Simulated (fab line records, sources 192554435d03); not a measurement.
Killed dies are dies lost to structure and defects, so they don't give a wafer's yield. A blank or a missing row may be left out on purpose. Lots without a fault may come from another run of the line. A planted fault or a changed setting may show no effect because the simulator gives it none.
fab line records | flow n5_finfet
record lots=7 wafers=39
route steps=1938 shown FIN_SAQP@94 DUMMY_GATE@243 SD_EPI_N@281 GATE_CUT@500
start_h: hours from the record's first day to the start of the lot's first wafer shown | wait_h: hours since the lot's step before | " the same as in the row above | L1.1+2: a row that stands for several wafers | - no value, or no start given | * or withheld: withheld | < > ~ a bound
route shown NAME@n: a module of which the file shows steps, and the number in the route of the first | usual: mean/standard deviation of fault-free wafers | same: alike in all rows | chamber/n: place in a boat | sites: the reading at each site | _std_site: their standard deviation | _edge_site: outer sites' mean less inner sites' | radius_mm: how far each site lies from the wafer's centre | mask NAME#n: copy n | behind: the tool/chamber that last shaped the wafer | hold: why the lot was held/for how many hours/how that ended | device: the transistor (n, p or np) that didn't switch | end of line: the same wafers' tests at the end of the route | a step without rows: its recipe alone | killed: dies lost to structure and defects at the first sort, not the wafer's yield | map: a wafer's dies, x killed, . not, _ none there
set.NAME: the setting as run; set.NAME@STEP: as run at that earlier step | model.NAME: the simulator's own value behind a step, which no gauge read
lots whose settings were changed on purpose; a table a step, a row a wafer
## steps
# step N5_FIN_SAQP_ALD_61
# recipe material=SiO2 target_thk_a=40 temp_c=300 ald_precursor_family=BDEAS ald_co_reactant=O2-plasma pulse_time_s=1 purge_time_s=2 co_reactant_purge_time_s=2 ald_cycles=43 pressure_torr=2
# columns lot.wafer tool chamber start_h wait_h set.ald_cycles model.SiO2_of_FIN_SAQP_ALD_61.thk_nm
L074.1 ald_sin-03 3 20.41 0.0 43 4.015
L074.2 " 0 " " 43 3.994
L074.3 " 1 " " 43 3.988
L074.4 " 2 " " 43 4.012
L074.5 " 1 " " 43 4.022
L074.6 " 0 " " 43 3.992
L075.1 ald_sin-01 0 26.44 0.0 43 4.007
L075.3 " 2 " " 43 4.014
L075.5 " 1 " " 43 3.982
L076.1 ald_sin-01 3 32.18 0.0 43 4.032
L076.2 " 2 " " 43 4.007
L076.3 " 0 " " 46 4.271
L076.4 " 1 " " 46 4.273
L076.5 " 1 " " 43 3.983
L076.6 " 2 " " 46 4.282
L083.1 ald_sin-01 1 74.53 0.0 48 4.477
L083.2 " 2 " " 43 4.013
L083.3 " 3 " " 43 4.027
L083.4 " 0 " " 43 4.003
L083.5 " 2 " " 48 4.47
L083.6 " 3 " " 48 4.475
L085.1 ald_sin-04 0 89.35 2.7 43 4.006
L085.2 " 1 " " 48 4.494
L085.3 " 2 " " 48 4.475
L085.4 " 3 " " 43 3.983
L085.5 " 2 " " 43 4.033
L085.6 " 1 " " 48 4.486
L086.1 ald_sin-01 2 93.31 1.0 43 4.008
L086.2 " 0 " " 43 4.005
L086.3 " 1 " " 43 3.987
L086.4 " 3 " " 43 4.016
L086.5 " 0 " " 43 3.986
L086.6 " 1 " " 43 3.994
L097.1 ald_sin-03 3 158.48 0.1 43 3.995
L097.2 " 2 " " 43 4.014
L097.3 " 1 " " 43 3.998
L097.4 " 1 " " 43 3.99
L097.5 " 3 " " 43 4.005
L097.6 " 2 " " 43 4.022
# step N5_DUMMY_GATE_ETCH_31
# recipe chemistry=C4F6/O2 target=SiO2 mask_material=SOC target_depth_a=825 time_s=27.5 ion_energy_ev=250 pressure_mtorr=30 source_w=345 bias_w=185 Ar_flow_sccm=300 C4F6_flow_sccm=10 O2_flow_sccm=10
# columns lot.wafer tool chamber start_h wait_h set.target_depth_a model.etch.depth_nm model.SOC_of_DUMMY_GATE_COAT_34.thk_nm
L074.1 rie_diel-03 0 48.37 0.0 825 81.39 51.8
L074.2 " 3 " " 825 80.65 51.6
L074.3 " 2 " " 825 82.72 51.8
L074.4 " 2 " " 825 82.73 51.6
L074.5 " 0 " " 825 81.56 51.8
L074.6 " 3 " " 825 79.97 51.6
L075.1 rie_diel-03 3 52.48 0.0 825 80.5 52.2
L075.3 " 0 " " 825 81.25 52
L075.5 " 2 " " 825 82.47 52
L076.1 rie_diel-03 0 57.92 0.0 914.2 89.73 51
L076.2 " 2 " " 825 82.56 52
L076.3 " 1 " " 914.2 90.96 51
L076.4 " 3 " " 825 80.86 51.8
L076.5 " 1 " " 825 82.77 51.8
L076.6 " 0 " " 914.2 90.07 50.8
L083.1 rie_diel-05 2 100.08 0.0 825 84.13 51.6
L083.2 " 3 " " 782.1 77.86 52.2
L083.3 " 1 " " 825 82.24 52
L083.4 " 0 " " 782.1 79.21 52.2
L083.5 " 1 " " 825 82.54 51.8
L083.6 " 0 " " 782.1 79.25 52
L085.1 rie_diel-03 0 115.76 0.0 825 81.76 52
L085.2 " 1 " " 825 83.59 51.8
L085.3 " 3 " " 853.1 84.87 51.6
L085.4 " 2 " " 853.1 85.17 51.6
L085.5 " 2 " " 825 82.36 52
L085.6 " 1 " " 853.1 85.9 51.6
L086.1 rie_diel-05 3 120.46 0.0 902.8 90.36 50.6
L086.2 " 2 " " 825 83.79 51.6
L086.3 " 0 " " 902.8 91.43 50.8
L086.4 " 1 " " 825 82.38 52
L086.5 " 2 " " 902.8 91.98 50.6
L086.6 " 3 " " 825 82.46 51.6
L097.1 rie_diel-03 3 184.46 0.1 780.6 77.28 52.2
L097.2 " 2 " " 825 81.63 51.8
L097.3 " 1 " " 780.6 79 52
L097.4 " 3 " " 825 80.85 51.6
L097.5 " 2 " " 825 82.59 51.6
L097.6 " 1 " " 780.6 78.2 52.2
# step N5_SD_EPI_N_SD_RECESS_17
# recipe chemistry=HBr/Cl2/O2 target_depth_a=410 mask_material=SOC time_s=23.7 bt_time_s=3 pressure_mtorr=10 icp_w=800 bias_w=112 HBr_flow_sccm=150 Cl2_flow_sccm=80 O2_flow_sccm=12
# columns lot.wafer tool chamber start_h wait_h set.time_s model.Si_of_WELL_APT_EPI_41.thk_nm model.etch.depth_nm model.SD_EPI_N.feature_depth_nm
L074.1 rie_si-03 0 50.89 0.0 23.7 8 42.3 42.4
L074.2 " 3 " " 23.7 9.8 40.96 41
L074.3 " 2 " " 24.35 7.4 42.46 42.4
L074.4 " 1 " " 24.35 6.4 43.25 43.2
L074.5 " 2 " " 23.7 8.6 41.47 41.4
L074.6 " 3 " " 24.35 8 42.34 42.4
L075.1 rie_si-04 2 54.86 0.0 23.7 11.2 38.78 38.8
L075.3 " 3 " " 23.7 8.8 40.7 40.6
L075.5 " 2 " " 23.7 9.6 39.11 39.2
L076.1 rie_si-04 0 60.43 0.0 23.7 9.4 40.37 40.4
L076.2 " 1 " " 23.7 8.4 41.3 41.2
L076.3 " 3 " " 23.7 9 40.89 40.8
L076.4 " 2 " " 25.72 8.2 41.96 42
L076.5 " 0 " " 25.72 6 43.72 43.8
L076.6 " 3 " " 25.72 5.4 43.88 43.8
L083.1 rie_si-04 0 103.06 0.0 24.5 7.2 41.77 41.8
L083.2 " 2 " " 23.7 9.4 39.82 39.8
L083.3 " 1 " " 24.5 7.2 42.26 42.2
L083.4 " 3 " " 24.5 7 42.69 42.6
L083.5 " 1 " " 23.7 7 41.65 41.6
L083.6 " 0 " " 23.7 8.6 40.34 40.4
L085.1 rie_si-03 1 118.45 0.0 23.7 7.6 42.01 42
L085.2 " 3 " " 22.07 11.8 37.87 37.8
L085.3 " 2 " " 22.07 10.2 38.64 38.6
L085.4 " 0 " " 23.7 7.6 41.63 41.6
L085.5 " 1 " " 22.07 9.6 39.11 39.2
L085.6 " 0 " " 23.7 7.8 41.55 41.6
L086.1 rie_si-05 1 123.35 0.0 23.7 7.4 41.38 41.4
L086.2 " 0 " " 23.7 8.8 40.66 40.6
L086.3 " 3 " " 23.7 8.2 40.31 40.4
L086.4 " 2 " " 21.97 10.6 37.85 37.8
L086.5 " 2 " " 21.97 11 37.52 37.6
L086.6 " 3 " " 21.97 11.8 37.57 37.6
L097.1 rie_si-03 1 187.44 0.0 23.7 7 41.74 41.8
L097.2 " 0 " " 21.6 11.2 37.87 37.8
L097.3 " 3 " " 21.6 11.6 37.14 37.2
L097.4 " 0 " " 23.7 7 41.4 41.4
L097.5 " 3 " " 23.7 8.4 40.47 40.4
L097.6 " 1 " " 21.6 10.4 37.99 38
# step N5_GATE_CUT_CUT_ETCH_53
# recipe chemistry=SF6/Cl2 target=W mask_material=SiO2 target_depth_a=792 pressure_mtorr=8 icp_w=900 bias_w=80 SF6_flow_sccm=40 Cl2_flow_sccm=60 ends=cleared
# usual etch_rf_on_time_s=26.3/0.31
# columns lot.wafer tool chamber start_h wait_h set.icp_w etch_rf_on_time_s
L074.1 rie_metal-01 1 84.93 0.1 900 26.4
L074.2 " 1 " " 1047 23.1
L074.3 " 1 " " 900 26.4
L074.4 " 1 " " 1047 23.3
L074.5 " 1 " " 1047 23.2
L074.6 " 1 " " 900 26.5
L075.1 rie_metal-01 1 89.11 0.1 900 26.5
L075.3 " 1 " " 900 26.5
L075.5 " 1 " " 900 26.7
L076.1 rie_metal-03 1 94.52 0.1 900 26.4
L076.2 " 0 " " 900 25.8
L076.3 " 1 " " 900 26.4
L076.4 " 0 " " 900 25.8
L076.5 " 1 " " 900 26.4
L076.6 " 0 " " 900 25.9
L083.1 rie_metal-02 0 137.13 0.1 832.5 27.6
L083.2 " 1 " " 832.5 28.0
L083.3 " 1 " " 900 26.4
L083.4 " 0 " " 900 25.8
L083.5 " 1 " " 832.5 28.3
L083.6 " 0 " " 900 25.9
L085.1 rie_metal-01 0 151.59 0.1 900 25.9
L085.2 " 1 " " 900 26.8
L085.3 " 0 " " 900 26.2
L085.4 " 1 " " 900 26.7
L085.5 " 0 " " 900 26.0
L085.6 " 1 " " 900 26.7
L086.1 rie_metal-02 1 157.71 0.1 900 26.5
L086.2 " 0 " " 900 26.2
L086.3 " 1 " " 854.8 27.4
L086.4 " 0 " " 900 25.9
L086.5 " 1 " " 854.8 27.6
L086.6 " 0 " " 854.8 27.0
L097.1 rie_metal-01 1 222.41 0.1 900 26.6
L097.2 " 0 " " 900 26.4
L097.3 " 0 " " 1054 23.1
L097.4 " 1 " " 900 26.6
L097.5 " 0 " " 1054 23.2
L097.6 " 1 " " 1054 23.2
## key
split step=N5_FIN_SAQP_ALD_61 setting=ald_cycles stated=43 by=wafer
response step=N5_FIN_SAQP_ALD_61 reading=model.SiO2_of_FIN_SAQP_ALD_61.thk_nm change=+0.04 per=1% r=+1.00
split step=N5_DUMMY_GATE_ETCH_31 setting=target_depth_a stated=825 by=wafer
response step=N5_DUMMY_GATE_ETCH_31 reading=model.etch.depth_nm change=+0.796 per=1% r=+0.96
response step=N5_DUMMY_GATE_ETCH_31 reading=model.SOC_of_DUMMY_GATE_COAT_34.thk_nm change=-0.0934 per=1% r=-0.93
split step=N5_SD_EPI_N_SD_RECESS_17 setting=time_s stated=23.7 by=wafer
response step=N5_SD_EPI_N_SD_RECESS_17 reading=model.Si_of_WELL_APT_EPI_41.thk_nm change=-0.378 per=1% r=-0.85
response step=N5_SD_EPI_N_SD_RECESS_17 reading=model.etch.depth_nm change=+0.386 per=1% r=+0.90
response step=N5_SD_EPI_N_SD_RECESS_17 reading=model.SD_EPI_N.feature_depth_nm change=+0.388 per=1% r=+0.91
split step=N5_GATE_CUT_CUT_ETCH_53 setting=icp_w stated=900 by=wafer
response step=N5_GATE_CUT_CUT_ETCH_53 reading=etch_rf_on_time_s change=* per=1% r=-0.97
